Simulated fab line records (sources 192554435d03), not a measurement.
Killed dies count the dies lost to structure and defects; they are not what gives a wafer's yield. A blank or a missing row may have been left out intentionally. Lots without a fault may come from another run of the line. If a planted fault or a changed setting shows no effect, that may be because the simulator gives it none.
The tool behind it: which one?	flow n5-finfet	Sampling: 21 lots, 63 wafers, 6 of 1938 route steps

== WHAT EACH GAUGE READ, for each wafer ==
The record lacks any reading of a measuring or inspecting step that a usual standard deviation could be used to judge.

== TOOL THAT RAN EACH LOT (tool first, then ch and the chambers of the sampled wafers, then the start) ==
lot	N5_BEOL_M4_STRIP_66	N5_BEOL_M4_STRIP_36	N5_BEOL_M4_STRIP_97	N5_BEOL_M4_ALD_84	N5_BEOL_M4_ANNEAL_82	N5_BEOL_M4_SPUTTER_88
L074	rie-diel-03 ch 0,1,3, day 7 03:19	rie-diel-01 ch 0,1,3, day 7 09:34	rie-diel-01 ch 0,1,3, day 7 10:19 or earlier	ald-metal-02 ch 0,2,3, day 7 10:19	pvd-sputter-02, day 7 11:26	pvd-sputter-02, day 7 11:47
L075	rie-diel-01 ch 2,3, day 7 19:46	rie-diel-01 ch 0,1,2, day 7 23:29	rie-diel-01 ch 0,1,2, day 8 00:17 or earlier	ald-metal-02 ch 1,2, day 8 00:17	pvd-sputter-02, day 8 01:16	pvd-sputter-02, day 8 01:37
L077	rie-diel-04 ch 0,2,3, day 8 00:17	rie-diel-03 ch 1,2,3, day 8 02:20	rie-diel-03 ch 1,2,3, day 8 03:04 or earlier	ald-metal-02 ch 1,2,3, day 8 03:04	pvd-sputter-02, day 8 04:13	pvd-sputter-02, day 8 04:35
L076	rie-diel-04 ch 1,2, day 8 09:22	rie-diel-03 ch 0,3, day 8 22:43	rie-diel-03 ch 0,3, day 8 23:20 or earlier	ald-metal-02 ch 0,1,3, day 8 23:20	pvd-sputter-03, day 9 00:25	pvd-sputter-03, day 9 00:46
L078	rie-diel-04 ch 0,1,2, day 8 10:57	rie-diel-01 ch 0,1,2, day 8 16:53	rie-diel-01 ch 0,1,2, day 8 17:38 or earlier	ald-metal-04 ch 1,2,3, day 8 17:38	pvd-sputter-02, day 8 18:39	pvd-sputter-02, day 8 19:01
L079	rie-diel-01 ch 1,2,3, day 8 12:15	rie-diel-04 ch 0,3, day 9 07:22	rie-diel-04 ch 0,3, day 9 08:17 or earlier	ald-metal-02 ch 1,3, day 9 08:17	pvd-sputter-02, day 9 11:08	pvd-sputter-02, day 9 11:30
L080	rie-diel-01 ch 1,2,3, day 8 13:36	rie-diel-01 ch 1,2,3, day 9 07:08	rie-diel-01 ch 1,2,3, day 9 08:07 or earlier	ald-metal-04 ch 1,3, day 9 08:07	pvd-sputter-02, day 9 09:18	pvd-sputter-02, day 9 09:40
L081	rie-diel-01 ch 0,2,3, day 10 03:34	rie-diel-01 ch 2,3, day 10 04:49	rie-diel-01 ch 2,3, day 10 05:43 or earlier	ald-metal-02 ch 1,2,3, day 10 05:43	pvd-sputter-02, day 10 06:54	pvd-sputter-02, day 10 07:16
L083	rie-diel-03 ch 1,2, day 10 09:10	rie-diel-04 ch 0,2,3, day 10 10:56	rie-diel-04 ch 0,2,3, day 10 11:28 or earlier	ald-metal-02 ch 0,3, day 10 11:28	pvd-sputter-01, day 10 13:54	pvd-sputter-01, day 10 14:16
L082	rie-diel-04 ch 0,3, day 10 09:11	rie-diel-03 ch 0,1,2, day 10 13:14	rie-diel-03 ch 0,1,2, day 10 14:03 or earlier	ald-metal-02 ch 0,2, day 10 14:03	pvd-sputter-03, day 10 15:04	pvd-sputter-03, day 10 15:26
L085	rie-diel-04 ch 0,1,3, day 10 10:04	rie-diel-01 ch 0,2,3, day 10 13:09	rie-diel-01 ch 0,2,3, day 10 13:49 or earlier	ald-metal-01 ch 0,1,2, day 10 13:49	pvd-sputter-02, day 10 14:52	pvd-sputter-02, day 10 15:14
L086	rie-diel-01 ch 0,3, day 10 17:12	rie-diel-01 ch 0,3, day 11 02:02	rie-diel-01 ch 0,3, day 11 02:33 or earlier	ald-metal-01 ch 0,1,2, day 11 02:33	pvd-sputter-02, day 11 05:25	pvd-sputter-02, day 11 05:46
L087	rie-diel-03 ch 1,2,3, day 10 22:21	rie-diel-04 ch 2,3, day 11 09:46	rie-diel-04 ch 2,3, day 11 10:28 or earlier	ald-metal-01 ch 0,2,3, day 11 10:28	pvd-sputter-01, day 11 11:28	pvd-sputter-01, day 11 11:50
L088	rie-diel-04 ch 2,3, day 11 02:32	rie-diel-03 ch 2,3, day 11 09:44	rie-diel-03 ch 2,3, day 11 10:26 or earlier	ald-metal-02 ch 0,3, day 11 10:26	pvd-sputter-03, day 11 11:24	pvd-sputter-03, day 11 11:46
L090	rie-diel-04 ch 1,2,3, day 11 20:16	rie-diel-03 ch 0,2,3, day 12 00:46	rie-diel-03 ch 0,2,3, day 12 01:31 or earlier	ald-metal-01 ch 0,1,3, day 12 01:31	pvd-sputter-03, day 12 02:40	pvd-sputter-03, day 12 03:01
L092	rie-diel-04 ch 0,3, day 12 09:59	rie-diel-01 ch 1,2,3, day 12 12:44	rie-diel-01 ch 1,2,3, day 12 13:25 or earlier	ald-metal-04 ch 0,1,2, day 12 13:25	pvd-sputter-03, day 12 14:34	pvd-sputter-03, day 12 14:56
L091	rie-diel-03 ch 0,2,3, day 12 11:13	rie-diel-01 ch 0,2,3, day 12 13:08	rie-diel-01 ch 0,2,3, day 12 13:38 or earlier	ald-metal-02 ch 0,3, day 12 13:38	pvd-sputter-03, day 12 16:25	pvd-sputter-03, day 12 16:46
L094	rie-diel-04 ch 0,3, day 12 14:20	rie-diel-01 ch 0,1, day 12 17:35	rie-diel-01 ch 0,1, day 12 18:44 or earlier	ald-metal-04 ch 0,1,3, day 12 18:44	pvd-sputter-02, day 12 19:50	pvd-sputter-02, day 12 20:11
L095	rie-diel-04 ch 2,3, day 13 02:04	rie-diel-01 ch 0,1,3, day 13 05:41	rie-diel-01 ch 0,1,3, day 13 06:38 or earlier	ald-metal-02 ch 0,3, day 13 06:38	pvd-sputter-01, day 13 09:30	pvd-sputter-01, day 13 09:52
L096	rie-diel-04 ch 0,3, day 13 02:58	rie-diel-03 ch 1,2,3, day 13 10:24	rie-diel-03 ch 1,2,3, day 13 11:14 or earlier	ald-metal-04 ch 1,3, day 13 11:14	pvd-sputter-03, day 13 12:27	pvd-sputter-03, day 13 12:49
L097	rie-diel-04 ch 0,1,3, day 13 07:30	rie-diel-03 ch 0,2,3, day 13 13:46	rie-diel-03 ch 0,2,3, day 13 14:23 or earlier	ald-metal-01 ch 0,2,3, day 13 14:23	pvd-sputter-02, day 13 16:11	pvd-sputter-02, day 13 16:33
- N5_BEOL_M4_STRIP_66: strips in CF4.
- N5_BEOL_M4_STRIP_36: strips in N2/H2.
- N5_BEOL_M4_STRIP_97: strips in N2/H2, time 10 s.
- N5_BEOL_M4_ALD_84: deposits TaN, pulse time 2 s, purge time 3 s, co reactant purge time 2 s.
- N5_BEOL_M4_ANNEAL_82: time 240 s.
- N5_BEOL_M4_SPUTTER_88: material Cu, target thk 4.5 nm, time 8.29 s.

== WHAT THE TOOLS THEMSELVES READ (means of the sampled wafers that have a number; where no wafer has one, the mark that the record gives instead) ==
N5_BEOL_M4_STRIP_66. Usual: drypump-motor-current-A 5.8 A, standard deviation 0.43; oes-product-au 0.78 a.u., standard deviation 0.088; rf-vpp-V 271.3 V, standard deviation 1.4; showerhead-plenum-p-Torr 1.80 Torr, standard deviation 0.045; throttle-valve-pct 13.64 %, standard deviation 0.25.
lot	tool	drypump-motor-current-A (A)	oes-product-au (a.u.)	rf-vpp-V (V)	showerhead-plenum-p-Torr (Torr)	throttle-valve-pct (%)	flag
L074	rie-diel-03	5.9	0.70	270.2	1.80	13.78	
L075	rie-diel-01	6.0	0.81	271.6	1.81	13.54	
L077	rie-diel-04	5.5	0.70	270.7	1.77	13.76	
L076	rie-diel-04	5.3	0.73	271.2	1.81	13.86	
L078	rie-diel-04	5.4	0.73	271.4	1.81	13.78	
L079	rie-diel-01	6.2	0.77	271.6	1.80	13.66	
L080	rie-diel-01	6.2	0.77	271.1	1.80	13.65	
L081	rie-diel-01	6.1	0.80	273.1	1.84	13.58	
L083	rie-diel-03	5.9	0.85	271.0	1.77	13.57	
L082	rie-diel-04	5.8	0.83	270.4	1.77	13.39	
L085	rie-diel-04	5.7	0.78	271.3	1.80	13.61	
L086	rie-diel-01	6.2	0.82	273.1	1.85	13.64	
L087	rie-diel-03	6.0	0.86	270.1	1.77	13.51	
L088	rie-diel-04	5.7	0.82	270.6	1.77	13.49	
L090	rie-diel-04	5.6	0.77	271.5	1.80	13.72	
L092	rie-diel-04	5.6	0.91	271.1	1.76	13.20	
L091	rie-diel-03	5.8	0.86	270.0	1.79	13.43	
L094	rie-diel-04	5.8	0.89	270.7	1.76	13.26	
L095	rie-diel-04	5.7	0.80	269.3	1.76	13.53	
L096	rie-diel-04	5.8	0.88	270.3	1.76	13.26	
L097	rie-diel-04	5.7	0.83	271.0	1.79	13.48	

N5_BEOL_M4_STRIP_36. Usual: for drypump-motor-current-A, 6.0 A with a standard deviation of 0.4; for n2-flow-sccm, 200.1 sccm with a standard deviation of 0.57; for oes-product-au, 0.80 a.u. with a standard deviation of 0.097; for rf-vpp-V, 59.3 V with a standard deviation of 1.5; for showerhead-plenum-p-Torr, 2.56 Torr with a standard deviation of 0.067; for temp-c, 39.99 C with a standard deviation of 0.12; for throttle-valve-pct, 23.78 % with a standard deviation of 0.21.
lot	tool	drypump-motor-current-A (A)	n2-flow-sccm (sccm)	oes-product-au (a.u.)	rf-vpp-V (V)	showerhead-plenum-p-Torr (Torr)	temp-c (C)	throttle-valve-pct (%)	flag
L074	rie-diel-01	6.4	200.5	0.83	57.0	2.60	40.05	23.86	
L075	rie-diel-01	6.3	200.2	0.79	59.7	2.59	40.03	23.80	
L077	rie-diel-03	6.0	199.6	0.69	59.1	2.51	39.91	23.86	
L076	rie-diel-03	5.7	200.9	0.69	58.4	2.58	40.03	23.66	
L078	rie-diel-01	6.3	200.4	0.79	58.5	2.58	39.90	23.81	
L079	rie-diel-04	5.6	199.6	0.78	58.5	2.51	39.92	23.80	
L080	rie-diel-01	6.2	200.4	0.77	58.8	2.54	40.02	23.85	
L081	rie-diel-01	6.0	199.6	0.80	59.4	2.56	40.10	23.78	
L083	rie-diel-04	5.6	200.0	0.79	60.1	2.50	40.00	23.84	
L082	rie-diel-03	5.8	200.0	0.76	59.2	2.54	40.04	23.77	
L085	rie-diel-01	6.2	199.2	0.82	60.4	2.60	40.06	23.76	
L086	rie-diel-01	6.3	200.5	0.85	59.1	2.64	40.00	23.78	
L087	rie-diel-04	5.4	200.1	0.77	59.7	2.50	40.06	23.82	
L088	rie-diel-03	5.9	199.8	0.79	58.7	2.51	40.03	23.63	
L090	rie-diel-03	5.8	199.7	0.89	59.1	2.54	40.03	23.46	
L092	rie-diel-01	6.2	200.3	0.75	57.6	2.53	39.96	23.88	
L091	rie-diel-01	6.2	200.3	0.79	60.1	2.59	39.88	23.76	
L094	rie-diel-01	6.6	200.2	0.74	58.5	2.57	39.96	23.99	
L095	rie-diel-01	6.4	200.5	0.78	58.5	2.58	40.01	23.92	
L096	rie-diel-03	6.0	200.2	0.84	60.2	2.49	40.03	23.69	
L097	rie-diel-03	5.8	200.3	0.85	60.2	2.53	40.03	23.50	

N5_BEOL_M4_STRIP_97. Usual: for drypump-motor-current-A, 6.0 A with a standard deviation of 0.4; for n2-flow-sccm, 200.0 sccm with a standard deviation of 0.56; for oes-product-au, 0.79 a.u. with a standard deviation of 0.097; for rf-vpp-V, 59.3 V with a standard deviation of 0.79; for showerhead-plenum-p-Torr, 2.56 Torr with a standard deviation of 0.067; for temp-c, 40.01 C with a standard deviation of 0.11; for throttle-valve-pct, 23.78 % with a standard deviation of 0.21.
lot	tool	drypump-motor-current-A (A)	n2-flow-sccm (sccm)	oes-product-au (a.u.)	rf-vpp-V (V)	showerhead-plenum-p-Torr (Torr)	temp-c (C)	throttle-valve-pct (%)	flag
L074	rie-diel-01	6.4	200.1	0.84	59.4	2.60	40.01	23.85	
L075	rie-diel-01	6.3	199.4	0.79	59.3	2.59	40.01	23.80	
L077	rie-diel-03	6.0	200.1	0.70	59.1	2.51	40.04	23.85	
L076	rie-diel-03	5.7	200.0	0.69	59.6	2.58	40.20	23.64	
L078	rie-diel-01	6.3	200.2	0.79	60.0	2.58	39.96	23.83	
L079	rie-diel-04	5.6	200.1	0.78	58.8	2.51	40.02	23.80	
L080	rie-diel-01	6.2	199.8	0.77	59.1	2.54	40.07	23.85	
L081	rie-diel-01	6.0	200.3	0.81	59.2	2.56	40.05	23.78	
L083	rie-diel-04	5.6	200.0	0.78	59.8	2.50	40.12	23.83	
L082	rie-diel-03	5.8	200.5	0.77	59.1	2.54	39.96	23.75	
L085	rie-diel-01	6.2	199.9	0.81	58.9	2.60	39.96	23.75	
L086	rie-diel-01	6.3	199.6	0.84	59.4	2.64	39.98	23.78	
L087	rie-diel-04	5.4	199.7	0.78	58.7	2.50	40.03	23.84	
L088	rie-diel-03	5.9	199.2	0.79	58.5	2.51	40.13	23.63	
L090	rie-diel-03	5.8	200.1	0.88	60.1	2.54	40.03	23.47	
L092	rie-diel-01	6.2	199.8	0.74	59.3	2.53	40.01	23.89	
L091	rie-diel-01	6.2	200.0	0.79	59.5	2.59	39.98	23.77	
L094	rie-diel-01	6.5	199.4	0.74	59.0	2.56	39.88	23.99	
L095	rie-diel-01	6.4	200.0	0.77	58.9	2.58	40.05	23.91	
L096	rie-diel-03	6.0	200.0	0.84	59.0	2.49	40.08	23.67	
L097	rie-diel-03	5.8	199.9	0.85	59.5	2.53	40.11	23.49	

N5_BEOL_M4_ALD_84. Usual: heater-power-w 431 W, standard deviation 38; precursor-vessel-pressure-torr 26.24 Torr, standard deviation 0.051; susceptor-temp-C 275.00 C, standard deviation 0.18.
lot	tool	heater-power-w (W)	precursor-vessel-pressure-torr (Torr)	susceptor-temp-C (C)	flag
L074	ald-metal-02	420	26.23	275.09	
L075	ald-metal-02	394	26.24	274.88	
L077	ald-metal-02	408	26.25	275.00	
L076	ald-metal-02	442	26.25	275.09	
L078	ald-metal-04	423	26.30	274.90	
L079	ald-metal-02	439	26.23	275.21	
L080	ald-metal-04	442	26.22	275.03	
L081	ald-metal-02	417	26.25	275.13	
L083	ald-metal-02	435	26.22	274.85	
L082	ald-metal-02	405	26.28	275.13	
L085	ald-metal-01	451	26.27	274.86	
L086	ald-metal-01	450	26.21	274.90	
L087	ald-metal-01	432	26.27	274.98	
L088	ald-metal-02	430	26.20	275.08	
L090	ald-metal-01	434	26.28	274.88	
L092	ald-metal-04	437	26.27	275.01	
L091	ald-metal-02	436	26.22	274.96	
L094	ald-metal-04	452	26.22	275.01	
L095	ald-metal-02	448	26.25	274.91	
L096	ald-metal-04	456	26.28	274.98	
L097	ald-metal-01	430	26.24	275.12	

N5_BEOL_M4_ANNEAL_82. Usual: heater-power-w 821 W, standard deviation 59; susceptor-temp-C 399.98 C, standard deviation 0.24; susceptor_temp_C_max 400.9, standard deviation 0.4.
lot	tool	heater-power-w (W)	susceptor-temp-C (C)	susceptor_temp_C_max	flag
L074	pvd-sputter-02	847	399.85	400.6	
L075	pvd-sputter-02	873	399.89	400.6	
L077	pvd-sputter-02	833	400.12	400.8	
L076	pvd-sputter-03	806	400.33	401.5	
L078	pvd-sputter-02	836	399.87	400.7	
L079	pvd-sputter-02	855	399.97	400.6	
L080	pvd-sputter-02	851	399.98	400.6	
L081	pvd-sputter-02	845	400.01	400.9	
L083	pvd-sputter-01	835	399.97	400.9	
L082	pvd-sputter-03	794	400.04	401.1	
L085	pvd-sputter-02	837	400.01	400.6	
L086	pvd-sputter-02	859	400.14	400.8	
L087	pvd-sputter-01	776	399.78	401.2	
L088	pvd-sputter-03	789	399.91	400.8	
L090	pvd-sputter-03	812	399.90	401.1	
L092	pvd-sputter-03	784	399.96	401.0	
L091	pvd-sputter-03	797	399.77	401.2	
L094	pvd-sputter-02	849	400.01	400.9	
L095	pvd-sputter-01	706	400.14	401.1	
L096	pvd-sputter-03	799	399.81	400.8	
L097	pvd-sputter-02	845	400.11	400.7	

N5_BEOL_M4_SPUTTER_88. Usual: susceptor-temp-C -20.00 C, standard deviation 0.099; throttle-valve-pct 29.6 %, standard deviation 0.98.
lot	tool	susceptor-temp-C (C)	throttle-valve-pct (%)	flag
L074	pvd-sputter-02	-20.10	29.6	
L075	pvd-sputter-02	-20.02	29.6	
L077	pvd-sputter-02	-20.03	29.3	
L076	pvd-sputter-03	-20.02	29.7	
L078	pvd-sputter-02	-19.93	29.6	
L079	pvd-sputter-02	-19.92	29.5	
L080	pvd-sputter-02	-19.98	29.1	
L081	pvd-sputter-02	-19.92	29.6	
L083	pvd-sputter-01	-20.04	29.4	
L082	pvd-sputter-03	-20.01	28.9	
L085	pvd-sputter-02	-19.97	29.1	
L086	pvd-sputter-02	-20.09	28.5	
L087	pvd-sputter-01	-19.95	30.0	
L088	pvd-sputter-03	-20.07	29.0	
L090	pvd-sputter-03	-20.00	29.7	
L092	pvd-sputter-03	-20.03	28.9	
L091	pvd-sputter-03	-20.10	30.8	
L094	pvd-sputter-02	-20.00	29.8	
L095	pvd-sputter-01	-19.88	30.3	
L096	pvd-sputter-03	-19.95	30.1	
L097	pvd-sputter-02	-19.95	29.1	

== THE ANSWER, worked out from the rows above alone ==
Rule: lot off if the mean of its wafers having a number is beyond 3 standard deviations from the usual mean. Also off: a lot with no number at a reading for which 4 or more lots have one. Any other lot the step has rows for is counted as sound. After the gauges, taken in route order, come the tools' own readings; for these a lot's mean is taken, as printed above. The first step at which some lot is off is used, and at that step the reading that is off furthest; a lot without a number counts as furthest.
Nothing can be told from this: no lot is off at any reading shown.

== WHAT THE SIMULATOR PUT IN ==
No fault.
